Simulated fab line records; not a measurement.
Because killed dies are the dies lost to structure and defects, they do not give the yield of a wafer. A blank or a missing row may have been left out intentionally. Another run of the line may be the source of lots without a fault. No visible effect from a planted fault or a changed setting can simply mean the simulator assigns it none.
Which tool did it? :: flow n5 finfet :: 7 lots with 21 wafers sampled at 8 steps, on a route of 1938 steps

== WHAT EACH GAUGE READ, for each wafer ==
N5_FIN_SAQP_THK_MEAS_05. Usual: 38.0 nm for thk nm, sd 0.44.
lot: L148
measured: day 2 03:59
on: film metro-02
thk nm (nm): 37.1 38.0 38.0
flag: 

lot: L151
measured: day 2 21:44
on: film metro-02
thk nm (nm): 37.9 38.7 38.4
flag: 

lot: L153
measured: day 3 09:48
on: film metro-01
thk nm (nm): 38.2 38.3 38.6
flag: 

lot: L161
measured: day 5 08:42
on: film metro-02
thk nm (nm): 37.3 38.3 63.3
flag: OFF

lot: L163
measured: day 5 22:14
on: film metro-01
thk nm (nm): 37.6 38.3 38.3
flag: 

lot: L169
measured: day 7 09:16
on: film metro-01
thk nm (nm): 37.7 37.5 38.1
flag: 

lot: L170
measured: day 7 14:29
on: film metro-01
thk nm (nm): 38.0 38.9 38.7
flag: 

N5_FIN_SAQP_CD_MEAS_37 targets a cd of 8 nm. Usual: 8.13 nm for cd nm, sd 0.22.
lot: L148
measured: day 2 09:46
on: cd sem-02
cd nm (nm): 8.05 7.98 8.47
flag: 

lot: L151
measured: day 3 03:11
on: cd sem-01
cd nm (nm): 8.08 8.17 8.09
flag: 

lot: L153
measured: day 3 14:49
on: cd sem-02
cd nm (nm): 7.88 8.18 8.29
flag: 

lot: L161
measured: day 5 14:17
on: cd sem-02
cd nm (nm): 8.34 7.98 7.36
flag: 

lot: L163
measured: day 6 02:58
on: cd sem-01
cd nm (nm): 8.18 8.22 8.03
flag: 

lot: L169
measured: day 7 14:17
on: cd sem-03
cd nm (nm): 8.21 8.42 8.23
flag: 

lot: L170
measured: day 7 20:08
on: cd sem-01
cd nm (nm): 8.32 7.91 7.84
flag: 

N5_BEOL_M4_RC_MEAS_101. Usual: DIBL_N 36.3 mV/V, standard deviation 1.4; DIBL_P 36.2 mV/V, standard deviation 1.5; IOFF_N 0.160 nA/um, standard deviation 0.021; IOFF_P 0.211 nA/um, standard deviation 0.027; ION_N 676 uA/um, standard deviation 7.7; ION_P 463 uA/um, standard deviation 5.5; SS_N 71.4 mV/dec, standard deviation 0.57; SS_P 73.3 mV/dec, standard deviation 0.58; VT_N 249.3 mV, standard deviation 2.5; VT_P -250.1 mV, standard deviation 2.6.
lot: L148
measured: day 8 13:32
on: prober-01
DIBL_N (mV/V): 38.2 37.7 39.7
DIBL_P (mV/V): 38.3 36.9 38.2
IOFF_N (nA/um): 0.174 0.154 0.195
IOFF_P (nA/um): 0.251 0.215 0.248
ION_N (uA/um): 683 675 675
ION_P (uA/um): 471 464 465
SS_N (mV/dec): 72.4 72.0 72.0
SS_P (mV/dec): 73.7 73.3 73.9
VT_N (mV): 248.6 250.5 248.5
VT_P (mV): -245.4 -246.7 -249.7
flag: 

lot: L151
measured: day 8 21:04
on: prober-02
DIBL_N (mV/V): 37.4 35.2 37.5
DIBL_P (mV/V): 38.7 35.6 38.4
IOFF_N (nA/um): 0.190 0.150 0.201
IOFF_P (nA/um): 0.217 0.176 0.208
ION_N (uA/um): 691 671 688
ION_P (uA/um): 466 457 466
SS_N (mV/dec): 71.3 70.5 71.4
SS_P (mV/dec): 72.6 72.5 72.7
VT_N (mV): 247.0 248.2 245.2
VT_P (mV): -251.9 -253.0 -251.5
flag: 

lot: L153
measured: day 9 13:05
on: prober-01
DIBL_N (mV/V): 38.6 38.2 37.8
DIBL_P (mV/V): 37.1 37.4 35.5
IOFF_N (nA/um): 0.156 0.152 0.137
IOFF_P (nA/um): 0.234 0.229 0.201
ION_N (uA/um): 668 673 674
ION_P (uA/um): 467 469 461
SS_N (mV/dec): 71.9 71.0 71.8
SS_P (mV/dec): 73.6 73.6 73.1
VT_N (mV): 252.9 249.7 253.1
VT_P (mV): -250.9 -249.4 -250.7
flag: 

lot: L161
measured: day 11 09:58
on: prober-01
DIBL_N (mV/V): 36.1 36.5 33.6
DIBL_P (mV/V): 35.9 35.2 32.2
IOFF_N (nA/um): 0.178 0.171 0.122
IOFF_P (nA/um): 0.230 0.226 0.176
ION_N (uA/um): 679 679 660
ION_P (uA/um): 475 467 454
SS_N (mV/dec): 72.0 71.3 70.9
SS_P (mV/dec): 74.0 73.6 73.0
VT_N (mV): 245.3 245.6 253.4
VT_P (mV): -247.7 -244.8 -251.4
flag: 

lot: L163
measured: day 12 01:35
on: prober-01
DIBL_N (mV/V): 38.8 36.8 35.9
DIBL_P (mV/V): 38.3 36.7 34.8
IOFF_N (nA/um): 0.210 0.172 0.150
IOFF_P (nA/um): 0.260 0.236 0.195
ION_N (uA/um): 679 685 666
ION_P (uA/um): 466 462 452
SS_N (mV/dec): 71.5 71.6 71.4
SS_P (mV/dec): 73.9 73.6 73.1
VT_N (mV): 245.5 248.6 250.7
VT_P (mV): -248.1 -248.9 -251.8
flag: 

lot: L169
measured: day 13 20:19
on: prober-01
DIBL_N (mV/V): 36.9 36.1 37.2
DIBL_P (mV/V): 37.2 36.4 37.9
IOFF_N (nA/um): 0.179 0.162 0.189
IOFF_P (nA/um): 0.233 0.231 0.242
ION_N (uA/um): 680 683 687
ION_P (uA/um): 468 469 471
SS_N (mV/dec): 71.7 71.4 72.7
SS_P (mV/dec): 73.4 74.0 74.3
VT_N (mV): 249.0 249.9 247.6
VT_P (mV): -246.6 -250.1 -248.8
flag: 

lot: L170
measured: day 14 01:29
on: prober-01
DIBL_N (mV/V): 36.2 35.2 37.5
DIBL_P (mV/V): 36.6 34.4 37.0
IOFF_N (nA/um): 0.155 0.125 0.157
IOFF_P (nA/um): 0.221 0.181 0.228
ION_N (uA/um): 673 660 673
ION_P (uA/um): 465 451 460
SS_N (mV/dec): 71.6 70.8 71.8
SS_P (mV/dec): 74.1 73.0 74.3
VT_N (mV): 250.7 253.3 250.6
VT_P (mV): -249.9 -250.6 -249.8
flag: 

== WHAT TOOL EACH LOT RAN ON (gives the tool, then ch and the chambers of the sampled wafers, and finally the start) ==
lot: L148
N5_PMOS_HMC_CHANNEL_EPI_DESCUM_14: rie diel-03 ch 0,3, day 2 00:36
N5_PMOS_HMC_CHANNEL_EPI_HM_OPEN_15: rie diel-03 ch 0,3, day 2 00:40
N5_FIN_SAQP_DENSIFY_62: rtp anneal-01 ch 0, day 2 03:40
N5_FIN_SAQP_HM_DEP_03: pecvd-03 ch 1,2, day 2 03:53
N5_FIN_SAQP_HM_OPEN_33: rie diel-04 ch 1,3, day 2 09:21

lot: L151
N5_PMOS_HMC_CHANNEL_EPI_DESCUM_14: rie diel-01 ch 1,2, day 2 17:40
N5_PMOS_HMC_CHANNEL_EPI_HM_OPEN_15: rie diel-01 ch 1,2, day 2 17:45
N5_FIN_SAQP_DENSIFY_62: rtp anneal-01 ch 0, day 2 21:26
N5_FIN_SAQP_HM_DEP_03: pecvd-04 ch 0,2, day 2 21:40
N5_FIN_SAQP_HM_OPEN_33: rie diel-05 ch 2,3, day 3 02:47

lot: L153
N5_PMOS_HMC_CHANNEL_EPI_DESCUM_14: rie diel-02 ch 1,2, day 3 05:48
N5_PMOS_HMC_CHANNEL_EPI_HM_OPEN_15: rie diel-02 ch 1,2, day 3 05:53
N5_FIN_SAQP_DENSIFY_62: rtp anneal-01 ch 0, day 3 09:33
N5_FIN_SAQP_HM_DEP_03: pecvd-04 ch 0,1, day 3 09:43
N5_FIN_SAQP_HM_OPEN_33: rie diel-05 ch 2,3, day 3 14:25

lot: L161
N5_PMOS_HMC_CHANNEL_EPI_DESCUM_14: rie diel-03 ch 0,1, day 5 05:09
N5_PMOS_HMC_CHANNEL_EPI_HM_OPEN_15: rie diel-03 ch 0,1, day 5 05:14
N5_FIN_SAQP_DENSIFY_62: rtp anneal-02 ch 0, day 5 08:16
N5_FIN_SAQP_HM_DEP_03: pecvd-04 ch 0,1,2, day 5 08:37
N5_FIN_SAQP_HM_OPEN_33: rie diel-05 ch 1,3, day 5 13:53

lot: L163
N5_PMOS_HMC_CHANNEL_EPI_DESCUM_14: rie diel-01 ch 0,1,2, day 5 17:55
N5_PMOS_HMC_CHANNEL_EPI_HM_OPEN_15: rie diel-01 ch 0,1,2, day 5 17:59
N5_FIN_SAQP_DENSIFY_62: rtp anneal-02 ch 0, day 5 21:56
N5_FIN_SAQP_HM_DEP_03: pecvd-03 ch 0, day 5 22:07
N5_FIN_SAQP_HM_OPEN_33: rie diel-06 ch 1,2,3, day 6 02:33

lot: L169
N5_PMOS_HMC_CHANNEL_EPI_DESCUM_14: rie diel-02 ch 0,1, day 7 05:49
N5_PMOS_HMC_CHANNEL_EPI_HM_OPEN_15: rie diel-02 ch 0,1, day 7 05:53
N5_FIN_SAQP_DENSIFY_62: rtp anneal-01 ch 0, day 7 08:58
N5_FIN_SAQP_HM_DEP_03: pecvd-01 ch 0,1,2, day 7 09:11
N5_FIN_SAQP_HM_OPEN_33: rie diel-04 ch 0,3, day 7 13:52

lot: L170
N5_PMOS_HMC_CHANNEL_EPI_DESCUM_14: rie diel-01 ch 0,1,2, day 7 11:05
N5_PMOS_HMC_CHANNEL_EPI_HM_OPEN_15: rie diel-01 ch 0,1,2, day 7 11:10
N5_FIN_SAQP_DENSIFY_62: rtp anneal-01 ch 0, day 7 14:14
N5_FIN_SAQP_HM_DEP_03: pecvd-03 ch 1,2, day 7 14:24
N5_FIN_SAQP_HM_OPEN_33: rie diel-04 ch 0,1,3, day 7 19:44
- N5_PMOS_HMC_CHANNEL_EPI_DESCUM_14: chemistry O2, time 7.9 s.
- N5_PMOS_HMC_CHANNEL_EPI_HM_OPEN_15: chemistry CHF3/O2, target SiO2, target depth 40.6 nm, time 20.3 s.
- N5_FIN_SAQP_DENSIFY_62: time 60 s.
- N5_FIN_SAQP_HM_DEP_03: deposits SiNx from SiH4/NH3/N2, target thk 38 nm, time 33.6 s.
- N5_FIN_SAQP_HM_OPEN_33: chemistry CH3F/O2, target SiNx, target depth 49.4 nm, time 70.6 s.

== AS READ BY THE TOOLS THEMSELVES (means over the sampled wafers that have a number; for cases with no such wafer, the mark the record gives instead) ==
N5_PMOS_HMC_CHANNEL_EPI_DESCUM_14. Usual: drypump motor current A 5.8 A, standard deviation 0.55; o2 flow sccm 225.2 sccm, standard deviation 0.67; oes product au 0.81 a.u., standard deviation 0.096; rf vpp V 243.7 V, standard deviation 1.4; showerhead plenum p Torr 2.13 Torr, standard deviation 0.068; throttle valve pct 20.36 %, standard deviation 0.22.
lot: L148
tool: rie diel-03
drypump motor current A (A): 5.7
o2 flow sccm (sccm): 225.2
oes product au (a.u.): 0.70
rf vpp V (V): 243.6
showerhead plenum p Torr (Torr): 2.13
throttle valve pct (%): 20.52
flag: 

lot: L151
tool: rie diel-01
drypump motor current A (A): 5.4
o2 flow sccm (sccm): 225.1
oes product au (a.u.): 0.84
rf vpp V (V): 243.5
showerhead plenum p Torr (Torr): 2.10
throttle valve pct (%): 20.23
flag: 

lot: L153
tool: rie diel-02
drypump motor current A (A): 5.3
o2 flow sccm (sccm): 225.0
oes product au (a.u.): 0.82
rf vpp V (V): 242.1
showerhead plenum p Torr (Torr): 2.05
throttle valve pct (%): 20.52
flag: 

lot: L161
tool: rie diel-03
drypump motor current A (A): 6.3
o2 flow sccm (sccm): 224.3
oes product au (a.u.): 0.72
rf vpp V (V): 243.1
showerhead plenum p Torr (Torr): 2.13
throttle valve pct (%): 20.37
flag: 

lot: L163
tool: rie diel-01
drypump motor current A (A): 5.4
o2 flow sccm (sccm): 225.2
oes product au (a.u.): 0.84
rf vpp V (V): 243.2
showerhead plenum p Torr (Torr): 2.13
throttle valve pct (%): 20.32
flag: 

lot: L169
tool: rie diel-02
drypump motor current A (A): 5.9
o2 flow sccm (sccm): 225.6
oes product au (a.u.): 0.73
rf vpp V (V): 242.9
showerhead plenum p Torr (Torr): 2.10
throttle valve pct (%): 20.56
flag: 

lot: L170
tool: rie diel-01
drypump motor current A (A): 5.4
o2 flow sccm (sccm): 224.9
oes product au (a.u.): 0.82
rf vpp V (V): 242.6
showerhead plenum p Torr (Torr): 2.12
throttle valve pct (%): 20.35
flag: 

N5_PMOS_HMC_CHANNEL_EPI_HM_OPEN_15. Usual: bias w 170.0 W, standard deviation 0.55; drypump motor current A 5.8 A, standard deviation 0.54; oes product au 0.81 a.u., standard deviation 0.096; rf vpp V 526 V, standard deviation 4.2; showerhead plenum p Torr 2.45 Torr, standard deviation 0.075; throttle valve pct 18.83 %, standard deviation 0.24.
lot: L148
tool: rie diel-03
bias w (W): 169.8
drypump motor current A (A): 5.7
oes product au (a.u.): 0.71
rf vpp V (V): 528
showerhead plenum p Torr (Torr): 2.44
throttle valve pct (%): 18.97
flag: 

lot: L151
tool: rie diel-01
bias w (W): 169.8
drypump motor current A (A): 5.4
oes product au (a.u.): 0.84
rf vpp V (V): 527
showerhead plenum p Torr (Torr): 2.41
throttle valve pct (%): 18.67
flag: 

lot: L153
tool: rie diel-02
bias w (W): 169.8
drypump motor current A (A): 5.3
oes product au (a.u.): 0.81
rf vpp V (V): 522
showerhead plenum p Torr (Torr): 2.37
throttle valve pct (%): 19.02
flag: 

lot: L161
tool: rie diel-03
bias w (W): 170.1
drypump motor current A (A): 6.3
oes product au (a.u.): 0.73
rf vpp V (V): 527
showerhead plenum p Torr (Torr): 2.45
throttle valve pct (%): 18.87
flag: 

lot: L163
tool: rie diel-01
bias w (W): 170.3
drypump motor current A (A): 5.4
oes product au (a.u.): 0.85
rf vpp V (V): 526
showerhead plenum p Torr (Torr): 2.44
throttle valve pct (%): 18.77
flag: 

lot: L169
tool: rie diel-02
bias w (W): 170.2
drypump motor current A (A): 5.9
oes product au (a.u.): 0.72
rf vpp V (V): 524
showerhead plenum p Torr (Torr): 2.42
throttle valve pct (%): 19.09
flag: 

lot: L170
tool: rie diel-01
bias w (W): 169.9
drypump motor current A (A): 5.4
oes product au (a.u.): 0.83
rf vpp V (V): 527
showerhead plenum p Torr (Torr): 2.44
throttle valve pct (%): 18.79
flag: 

N5_FIN_SAQP_DENSIFY_62. Usual: lamp power pct 9.85 %, standard deviation 0.052; wafer_temp_C_max 703.5, standard deviation 0.69.
lot: L148
tool: rtp anneal-01
lamp power pct (%): 9.82
wafer_temp_C_max: 703.0
flag: 

lot: L151
tool: rtp anneal-01
lamp power pct (%): 9.83
wafer_temp_C_max: 703.5
flag: 

lot: L153
tool: rtp anneal-01
lamp power pct (%): 9.87
wafer_temp_C_max: 703.4
flag: 

lot: L161
tool: rtp anneal-02
lamp power pct (%): 9.86
wafer_temp_C_max: 704.1
flag: 

lot: L163
tool: rtp anneal-02
lamp power pct (%): 9.85
wafer_temp_C_max: 703.6
flag: 

lot: L169
tool: rtp anneal-01
lamp power pct (%): 9.89
wafer_temp_C_max: 703.9
flag: 

lot: L170
tool: rtp anneal-01
lamp power pct (%): 9.89
wafer_temp_C_max: 704.3
flag: 

N5_FIN_SAQP_HM_DEP_03. Usual: chamber pressure Torr 1.501 Torr, standard deviation 0.0031; heater power w 775 W, standard deviation 78; showerhead plenum p Torr 5.19 Torr, standard deviation 0.035; throttle valve pct 38.6 %, standard deviation 1.8.
lot: L148
tool: pecvd-03
chamber pressure Torr (Torr): 1.500
heater power w (W): 720
showerhead plenum p Torr (Torr): 5.20
throttle valve pct (%): 38.6
flag: 

lot: L151
tool: pecvd-04
chamber pressure Torr (Torr): 1.500
heater power w (W): 742
showerhead plenum p Torr (Torr): 5.19
throttle valve pct (%): 40.4
flag: 

lot: L153
tool: pecvd-04
chamber pressure Torr (Torr): 1.499
heater power w (W): 815
showerhead plenum p Torr (Torr): 5.21
throttle valve pct (%): 37.5
flag: 

lot: L161
tool: pecvd-04
chamber pressure Torr (Torr): 1.503
heater power w (W): 770
showerhead plenum p Torr (Torr): 5.19
throttle valve pct (%): 38.6
flag: 

lot: L163
tool: pecvd-03
chamber pressure Torr (Torr): 1.502
heater power w (W): 798
showerhead plenum p Torr (Torr): 5.25
throttle valve pct (%): 37.7
flag: 

lot: L169
tool: pecvd-01
chamber pressure Torr (Torr): 1.499
heater power w (W): 720
showerhead plenum p Torr (Torr): 5.16
throttle valve pct (%): 39.8
flag: 

lot: L170
tool: pecvd-03
chamber pressure Torr (Torr): 1.503
heater power w (W): 838
showerhead plenum p Torr (Torr): 5.20
throttle valve pct (%): 38.2
flag: 

N5_FIN_SAQP_HM_OPEN_33. Usual: bias w 73.00 W, standard deviation 0.21; drypump motor current A 5.8 A, standard deviation 0.41; etch rf on time s 69.1 s, standard deviation 1.2; oes product au 0.68 a.u., standard deviation 0.085; rf vpp V 298.5 V, standard deviation 2.9; showerhead plenum p Torr 2.02 Torr, standard deviation 0.073; throttle valve pct 16.23 %, standard deviation 0.24.
lot: L148
tool: rie diel-04
bias w (W): 72.85
drypump motor current A (A): 5.7
etch rf on time s (s): 68.1
oes product au (a.u.): 0.68
rf vpp V (V): 299.7
showerhead plenum p Torr (Torr): 2.06
throttle valve pct (%): 16.16
flag: 

lot: L151
tool: rie diel-05
bias w (W): 72.78
drypump motor current A (A): 5.9
etch rf on time s (s): 71.3
oes product au (a.u.): 0.59
rf vpp V (V): 298.8
showerhead plenum p Torr (Torr): 2.01
throttle valve pct (%): 16.34
flag: 

lot: L153
tool: rie diel-05
bias w (W): 72.90
drypump motor current A (A): 5.9
etch rf on time s (s): 71.1
oes product au (a.u.): 0.59
rf vpp V (V): 298.8
showerhead plenum p Torr (Torr): 2.01
throttle valve pct (%): 16.35
flag: 

lot: L161
tool: rie diel-05
bias w (W): 72.96
drypump motor current A (A): 5.7
etch rf on time s (s): 84.7
oes product au (a.u.): 0.63
rf vpp V (V): 300.7
showerhead plenum p Torr (Torr): 2.06
throttle valve pct (%): 16.23
flag: OFF

lot: L163
tool: rie diel-06
bias w (W): 73.02
drypump motor current A (A): 6.2
etch rf on time s (s): 69.6
oes product au (a.u.): 0.67
rf vpp V (V): 296.7
showerhead plenum p Torr (Torr): 1.98
throttle valve pct (%): 16.20
flag: 

lot: L169
tool: rie diel-04
bias w (W): 73.35
drypump motor current A (A): 5.5
etch rf on time s (s): 67.6
oes product au (a.u.): 0.81
rf vpp V (V): 300.7
showerhead plenum p Torr (Torr): 2.05
throttle valve pct (%): 16.02
flag: 

lot: L170
tool: rie diel-04
bias w (W): 72.95
drypump motor current A (A): 5.7
etch rf on time s (s): 69.0
oes product au (a.u.): 0.78
rf vpp V (V): 301.2
showerhead plenum p Torr (Torr): 2.04
throttle valve pct (%): 16.02
flag: 

== THE ANSWER, worked out from the rows above alone ==
Rule: lot off if the mean of its wafers having a number is beyond 3 standard deviations from the usual mean. Also off: a lot with no number at a reading for which 4 or more lots have one. All remaining lots with rows at the step are treated as sound. Order of review: gauges by route order, followed by the tools' own readings, for which a lot's mean as printed above is used. The first step at which some lot is off is used, and at that step the reading that is off furthest; a lot without a number counts as furthest.
Off at N5_FIN_SAQP_THK_MEAS_05 (thk nm): L161.
If a tool, at a process step before that reading, ran all the lots that are off and no sound lot after the first of them, it fits. The gauges at N5_FIN_SAQP_THK_MEAS_05 aren't tried: what is off there is off at N5_FIN_SAQP_HM_OPEN_33 too, on other tools, and a gauge's error can't cause that. This does not decide it: 2 tools fit, namely rie diel-03 at N5_PMOS_HMC_CHANNEL_EPI_DESCUM_14 and N5_PMOS_HMC_CHANNEL_EPI_HM_OPEN_15 and pecvd-04 at N5_FIN_SAQP_HM_DEP_03.

== WHAT THE SIMULATOR HAD PUT IN ==
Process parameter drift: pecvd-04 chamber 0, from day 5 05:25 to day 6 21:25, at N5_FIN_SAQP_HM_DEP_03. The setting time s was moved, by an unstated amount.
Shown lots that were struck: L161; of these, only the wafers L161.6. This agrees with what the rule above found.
